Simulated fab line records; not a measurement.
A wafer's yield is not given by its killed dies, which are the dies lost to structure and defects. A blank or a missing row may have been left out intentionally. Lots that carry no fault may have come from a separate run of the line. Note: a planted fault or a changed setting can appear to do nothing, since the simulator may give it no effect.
Which tool is to blame? | flow n5Finfet | 11 lots with 32 wafers sampled at 4 steps, on a route of 1938 steps

## WHAT THE GAUGES SHOWED, per wafer
N5_PASSIVATION_CD_MEAS_44 targets a cd of 40000 nm.
lot  | measured     | on       | cdNm (nm)
L592 | day 13 11:05 | cdSem-01 | 40007 40001
L594 | day 13 12:11 | cdSem-02 | 39996 39995 39992
L595 | day 13 15:32 | cdSem-01 | 39996 39992 39998
L596 | day 14 03:55 | cdSem-03 | 40017 40010 40013
L604 | day 16 10:11 | cdSem-01 | 40009 40000 40005
L606 | day 16 17:25 | cdSem-02 | 40004 40002 39991
L608 | day 17 10:43 | cdSem-02 | 40003 40003 39998
L609 | day 17 15:54 | cdSem-03 | 40002 40001 40002
L611 | day 18 04:20 | cdSem-01 | 40001 40004 40001
L612 | day 18 13:16 | cdSem-03 | 39998 39996 39995
L613 | day 18 08:19 | cdSem-01 | 39985 39997 39993

## TOOL THAT RAN EACH LOT (tool first, then ch and the chambers of the sampled wafers, then the start)
lot  | N5_BEOL_M5_SPUTTER_90       | N5_MIM_TOP_ALD_01                          | N5_MIM_TOP_LITHO_DESCUM_10
L592 | pvdSputter-03, day 9 02:07  | aldHk-02 ch 2,3, day 13 00:56 or earlier   | rieDiel-03 ch 1, day 13 00:56
L594 | pvdSputter-03, day 9 07:07  | aldHk-03 ch 0,2,3, day 13 04:01 or earlier | rieDiel-03 ch 0,1,3, day 13 04:01
L595 | pvdSputter-03, day 9 13:32  | aldHk-01 ch 1,2,3, day 13 06:17 or earlier | rieDiel-03 ch 0,2,3, day 13 06:17
L596 | pvdSputter-03, day 10 09:40 | aldHk-02 ch 1,2,3, day 13 18:56 or earlier | rieDiel-01 ch 1,2, day 13 18:56
L604 | pvdSputter-02, day 12 09:49 | aldHk-01 ch 0,1,2, day 16 03:10 or earlier | rieDiel-01 ch 1,2,3, day 16 03:10
L606 | pvdSputter-03, day 12 14:10 | aldHk-03 ch 1,2, day 16 07:50 or earlier   | rieDiel-05 ch 0,2,3, day 16 07:50
L608 | pvdSputter-03, day 13 09:45 | aldHk-01 ch 2,3, day 17 01:05 or earlier   | rieDiel-01 ch 0,1,2, day 17 01:05
L609 | pvdSputter-01, day 13 14:10 | aldHk-02 ch 1,2, day 17 08:08 or earlier   | rieDiel-01 ch 0,3, day 17 08:08
L611 | pvdSputter-01, day 14 11:22 | aldHk-01 ch 0,3, day 17 22:37 or earlier   | rieDiel-03 ch 1,3, day 17 22:37
L612 | pvdSputter-03, day 14 13:31 | aldHk-01 ch 0,1,3, day 18 07:25 or earlier | rieDiel-03 ch 0,1,2, day 18 07:25
L613 | pvdSputter-02, day 14 19:59 | aldHk-02 ch 0,1,2, day 18 02:02 or earlier | rieDiel-03 ch 1,2,3, day 18 02:02
- N5_BEOL_M5_SPUTTER_90: material Cu, target thk 4.5 nm, time 8.29 s.
- N5_MIM_TOP_ALD_01: deposits HfO2, target thk 5.6 nm, pulse time 1 s, purge time 3 s.
- N5_MIM_TOP_LITHO_DESCUM_10: chemistry O2, time 7.9 s.

## THE ANSWER, worked out from the rows above alone
Rule: what is usual is taken from the lots themselves. Put in order of their means at a reading, lots are off if they are a third of the lots or fewer, leave a main group of 4 or more, and stand apart from it by a gap of 3 or more times the standard deviation of the main group's means; of several such gaps the widest counts. If all means in a main group match to the digits the tables above print for the reading, that group is not used. Also off: a lot with no number at a reading for which 4 or more lots have one. The other lots that the step has rows for count as sound.
No lot is off on any of the readings shown, so nothing can be concluded from this.

## WHAT HAD BEEN PUT IN BY THE SIMULATOR
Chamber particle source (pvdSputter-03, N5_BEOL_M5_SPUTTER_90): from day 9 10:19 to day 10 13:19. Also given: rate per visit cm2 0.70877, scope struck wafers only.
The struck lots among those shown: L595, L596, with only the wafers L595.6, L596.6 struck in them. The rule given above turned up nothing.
